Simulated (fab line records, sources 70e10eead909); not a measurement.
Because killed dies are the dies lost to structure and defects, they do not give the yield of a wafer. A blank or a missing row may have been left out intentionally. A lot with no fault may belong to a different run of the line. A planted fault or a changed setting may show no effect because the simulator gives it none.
Chamber matching + flow nand_harc + NHARC_P_M2_DESCUM_14 on rie_diel-06: 4 sister chambers
The step chemistry O2, time 3 s. 27 wafers are shown with their chamber, then 12 later ones without.

== WAFERS WITH THEIR CHAMBER ==
| wafer  | chamber | drypump_motor_current_A (A) | oes_product_au (a.u.) | throttle_valve_pct (%) |
|--------|---------|-----------------------------|-----------------------|------------------------|
| L074.2 | 0       | 6.1                         | 0.999                 | 11.307                 |
| L074.3 | 3       | 5.3                         | 1.015                 | 11.324                 |
| L074.4 | 3       | 5.3                         | 1.008                 | 11.292                 |
| L075.1 | 1       | 5.9                         | 0.994                 | 11.302                 |
| L075.2 | 0       | 6.1                         | 1.010                 | 11.307                 |
| L075.5 | 2       | 6.1                         | 0.995                 | 11.309                 |
| L079.1 | 3       | 5.3                         | 1.002                 | 11.316                 |
| L079.2 | 2       | 6.2                         | 0.988                 | 11.330                 |
| L079.4 | 1       | 5.9                         | 0.994                 | 11.308                 |
| L080.3 | 2       | 6.2                         | 0.982                 | 11.298                 |
| L080.4 | 0       | 6.2                         | 1.010                 | 11.316                 |
| L080.6 | 3       | 5.3                         | 1.000                 | 11.305                 |
| L082.2 | 1       | 5.8                         | 1.002                 | 11.314                 |
| L082.3 | 2       | 6.2                         | 0.990                 | 11.307                 |
| L082.4 | 3       | 5.3                         | 0.997                 | 11.288                 |
| L083.2 | 1       | 5.9                         | 1.000                 | 11.309                 |
| L083.3 | 0       | 6.2                         | 1.000                 | 11.321                 |
| L083.6 | 0       | 6.2                         | 0.997                 | 11.311                 |
| L086.4 | 2       | 6.1                         | 0.992                 | 11.325                 |
| L086.5 | 1       | 5.9                         | 1.003                 | 11.313                 |
| L086.6 | 0       | 6.1                         | 0.997                 | 11.303                 |
| L087.2 | 3       | 5.3                         | 1.015                 | 11.315                 |
| L087.3 | 0       | 6.2                         | 1.011                 | 11.292                 |
| L087.4 | 1       | 5.9                         | 1.014                 | 11.319                 |
| L090.1 | 3       | 5.3                         | 0.997                 | 11.295                 |
| L090.4 | 2       | 6.1                         | 0.994                 | 11.312                 |
| L090.5 | 3       | 5.3                         | 0.995                 | 11.291                 |

SIGNATURES, as means of the wafers listed above
| reading                 | chamber 0 | chamber 1 | chamber 2 | chamber 3 | scatter within a chamber |
|-------------------------|-----------|-----------|-----------|-----------|--------------------------|
| drypump_motor_current_A | 6.157     | 5.883     | 6.150     | 5.300     | 0.042                    |
| oes_product_au          | 1.00343   | 1.00117   | 0.99017   | 1.00362   | 0.00691                  |
| throttle_valve_pct      | 11.30814  | 11.31083  | 11.31350  | 11.30325  | 0.0109                   |
Rule: a wafer's distance from a chamber is the root of the sum, over the readings, of the square of ((its reading less the chamber's mean) divided by the reading's scatter). The wafer belongs to the nearest chamber; if the next one is less than 2 further off, it can't be placed. The scatter is the square root of a quotient: the sum, over the shown wafers, of each reading's squared deviation from its chamber's mean, divided by wafers minus chambers.

== WAFERS WITH NO CHAMBER GIVEN ==
| wafer  | drypump_motor_current_A (A) | oes_product_au (a.u.) | throttle_valve_pct (%) |
|--------|-----------------------------|-----------------------|------------------------|
| L092.1 | 6.1                         | 0.988                 | 11.302                 |
| L092.3 | 5.3                         | 1.014                 | 11.300                 |
| L092.5 | 6.1                         | 1.006                 | 11.326                 |
| L095.4 | 6.0                         | 1.012                 | 11.311                 |
| L095.5 | 5.3                         | 1.004                 | 11.301                 |
| L095.6 | 6.1                         | 0.994                 | 11.307                 |
| L094.2 | 5.8                         | 1.018                 | 11.316                 |
| L094.3 | 6.1                         | 1.003                 | 11.313                 |
| L094.4 | 5.4                         | 1.009                 | 11.313                 |
| L096.1 | 6.2                         | 0.999                 | 11.302                 |
| L096.3 | 5.9                         | 1.007                 | 11.317                 |
| L096.6 | 5.9                         | 1.003                 | 11.302                 |

== WHICH CHAMBER EACH ONE RAN IN ==
| wafer  | from the rows above          | in truth |
|--------|------------------------------|----------|
| L092.1 | can't be placed: 2 or 0      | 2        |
| L092.3 | 3                            | 3        |
| L092.5 | can't be placed: 0 or 2      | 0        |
| L095.4 | can't be placed: 1 or 0 or 2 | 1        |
| L095.5 | 3                            | 3        |
| L095.6 | can't be placed: 2 or 0      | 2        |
| L094.2 | 1                            | 1        |
| L094.3 | can't be placed: 0 or 2      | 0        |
| L094.4 | 3                            | 3        |
| L096.1 | can't be placed: 0 or 2      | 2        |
| L096.3 | 1                            | 1        |
| L096.6 | 1                            | 1        |
Correct placement for 6 of the 12. These rows do not allow placing 6 (true chamber among the candidates in 6). Number placed wrongly: 0.
